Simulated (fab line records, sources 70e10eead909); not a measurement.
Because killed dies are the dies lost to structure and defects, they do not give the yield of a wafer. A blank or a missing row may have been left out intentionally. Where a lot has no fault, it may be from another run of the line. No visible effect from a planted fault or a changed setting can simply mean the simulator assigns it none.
The tool behind it: which one? ; flow nand harc ; Sampling: 22 lots, 66 wafers, 3 of 1302 route steps

== WHAT THE GAUGES READ, wafer by wafer ==
NHARC_A_SOURCE_PLATE_THK_MEAS_06: measures by ellipsometry.
lot;measured;on;thk nm (nm)
L074;day 7 19:51;film metro-01;199.8 199.6 202.0
L075;day 8 03:19;film metro-01;199.8 200.6 200.5
L076;day 8 22:52;film metro-01;195.7 196.9 196.1
L078;day 9 08:07;film metro-01;201.5 200.7 203.2
L079;day 10 04:08;film metro-01;200.3 196.2 197.0
L080;day 10 14:11;film metro-02;201.0 201.2 198.7
L081;day 10 23:01;film metro-02;199.3 200.4 201.6
L082;day 11 06:44;film metro-02;198.6 198.1 198.8
L083;day 11 18:08;film metro-01;197.5 199.6 200.6
L084;day 12 03:58;film metro-01;200.5 202.5 199.9
L085;day 12 17:19;film metro-01;199.6 200.7 201.3
L086;day 12 17:20;film metro-02;200.4 200.8 200.0
L087;day 13 14:17;film metro-02;199.9 198.3 196.6
L088;day 13 14:18;film metro-02;198.8 203.0 201.7
L089;day 14 03:31;film metro-02;198.5 201.4 202.2
L091;day 14 23:03;film metro-01;203.2 204.6 204.7
L092;day 15 08:18;film metro-02;199.9 201.6 203.5
L093;day 15 08:18;film metro-01;204.4 201.6 203.6
L094;day 15 22:01;film metro-01;202.1 200.6 200.8
L095;day 16 04:19;film metro-02;201.5 202.1 201.8
L096;day 16 23:24;film metro-01;200.7 203.8 202.9
L097;day 17 04:56;film metro-01;199.8 204.0 204.3

NHARC_A_ONON_D1_THK_MEAS_11: measures by ellipsometry.
lot;measured;on;thk nm (nm)
L074;day 7 22:13;film metro-02;999 1001 1002
L075;day 8 05:43;film metro-01;1003 1003 1005
L076;day 9 01:12;film metro-01;999 1001 1001
L078;day 9 10:27;film metro-01;992 991 991
L079;day 10 06:28;film metro-02;988 989 986
L080;day 10 16:35;film metro-02;1010 1011 1010
L081;day 11 01:21;film metro-02;1007 1006 1005
L082;day 11 09:04;film metro-02;1016 1018 1016
L083;day 11 20:29;film metro-02;994 991 992
L084;day 12 06:19;film metro-02;996 996 995
L085;day 12 19:38;film metro-01;997 999 1000
L086;day 12 19:42;film metro-02;997 997 997
L087;day 13 16:38;film metro-02;997 998 996
L088;day 13 16:38;film metro-01;1008 1009 1008
L089;day 14 06:47;film metro-01;997 998 998
L091;day 15 01:29;film metro-01;1014 1015 1012
L092;day 15 10:39;film metro-01;1004 1002 1003
L093;day 15 10:38;film metro-02;1004 1004 1003
L094;day 16 00:23;film metro-02;982 982 982
L095;day 16 06:41;film metro-01;1012 1010 1011
L096;day 17 01:44;film metro-01;1009 1011 1010
L097;day 17 07:17;film metro-02;1001 999 1001

== WHAT TOOL EACH LOT RAN ON (gives the tool, then ch and the chambers of the sampled wafers, and finally the start) ==
lot;NHARC_A_ZERO_WELL_RTA_16
L074;rtp anneal-01 ch 0, day 6 23:41
L075;rtp anneal-02 ch 0, day 7 04:36
L076;rtp anneal-01 ch 0, day 7 22:50
L078;rtp anneal-01 ch 0, day 8 11:00
L079;rtp anneal-01 ch 0, day 9 06:26
L080;rtp anneal-01 ch 0, day 9 17:34
L081;rtp anneal-02 ch 0, day 10 00:25
L082;rtp anneal-01 ch 0, day 10 07:14
L083;rtp anneal-01 ch 0, day 10 21:00
L084;rtp anneal-01 ch 0, day 11 05:38
L085;rtp anneal-02 ch 0, day 11 19:39
L086;rtp anneal-01 ch 0, day 11 20:03
L087;rtp anneal-01 ch 0, day 12 17:25
L088;rtp anneal-02 ch 0, day 12 18:22
L089;rtp anneal-02 ch 0, day 13 07:57
L091;rtp anneal-01 ch 0, day 14 01:18
L092;rtp anneal-01 ch 0, day 14 11:46
L093;rtp anneal-02 ch 0, day 14 12:32
L094;rtp anneal-01 ch 0, day 15 01:59
L095;rtp anneal-01 ch 0, day 15 08:16
L096;rtp anneal-02 ch 0, day 16 00:33
L097;rtp anneal-02 ch 0, day 16 08:31
- NHARC_A_ZERO_WELL_RTA_16: time 10 s.

== WHAT THE TOOLS THEMSELVES READ (means of the sampled wafers that have a number; where no wafer has one, the mark that the record gives instead) ==
NHARC_A_ZERO_WELL_RTA_16.
lot;tool;lamp power pct (%);lamp_zone_3_pct (%);lamp_zone_4_pct (%);wafer_temp_C_max
L074;rtp anneal-01;27.8;27.9;27.8;1008.2
L075;rtp anneal-02;28.7;28.7;28.7;1004.3
L076;rtp anneal-01;27.8;27.8;27.8;1008.2
L078;rtp anneal-01;27.9;27.8;27.8;1007.4
L079;rtp anneal-01;27.8;27.8;27.8;1008.4
L080;rtp anneal-01;27.9;27.8;27.8;1006.2
L081;rtp anneal-02;28.7;28.7;28.7;1005.0
L082;rtp anneal-01;27.8;27.8;27.8;1005.9
L083;rtp anneal-01;27.8;27.9;27.8;1007.4
L084;rtp anneal-01;27.9;27.8;27.8;1005.8
L085;rtp anneal-02;28.8;28.7;28.7;1003.9
L086;rtp anneal-01;27.8;27.8;27.8;1007.4
L087;rtp anneal-01;27.8;27.8;27.9;1006.9
L088;rtp anneal-02;28.7;28.7;28.8;1004.7
L089;rtp anneal-02;28.7;28.7;28.7;1004.3
L091;rtp anneal-01;27.8;27.8;27.8;1007.4
L092;rtp anneal-01;27.8;27.8;27.8;1006.8
L093;rtp anneal-02;28.7;28.7;28.7;1004.3
L094;rtp anneal-01;27.8;27.9;27.8;1006.6
L095;rtp anneal-01;27.9;27.8;27.8;1006.1
L096;rtp anneal-02;28.7;28.7;28.7;1005.5
L097;rtp anneal-02;28.7;28.8;28.7;1004.3

== THE ANSWER, worked out from the rows above alone ==
Rule: the usual values come from the lots themselves. Put in order of their means at a reading, lots are off if they are a third of the lots or fewer, leave a main group of 4 or more, and stand apart from it by a gap of 3 or more times the standard deviation of the main group's means; of several such gaps the widest counts. Not used: any main group whose means are identical at the precision the tables above print for the reading. Also off: a lot with no number at a reading for which 4 or more lots have one. Where the step has rows for the other lots, those lots are counted as sound. The gauges are gone through in route order, then the tools' own readings, and for those a lot's mean is taken as printed above. The first step at which some lot is off is used, and at that step the reading that is off furthest; a lot without a number counts as furthest.
No lot is off at any reading shown: from this, nothing can be told.

== WHAT WAS PUT IN BY THE SIMULATOR ==
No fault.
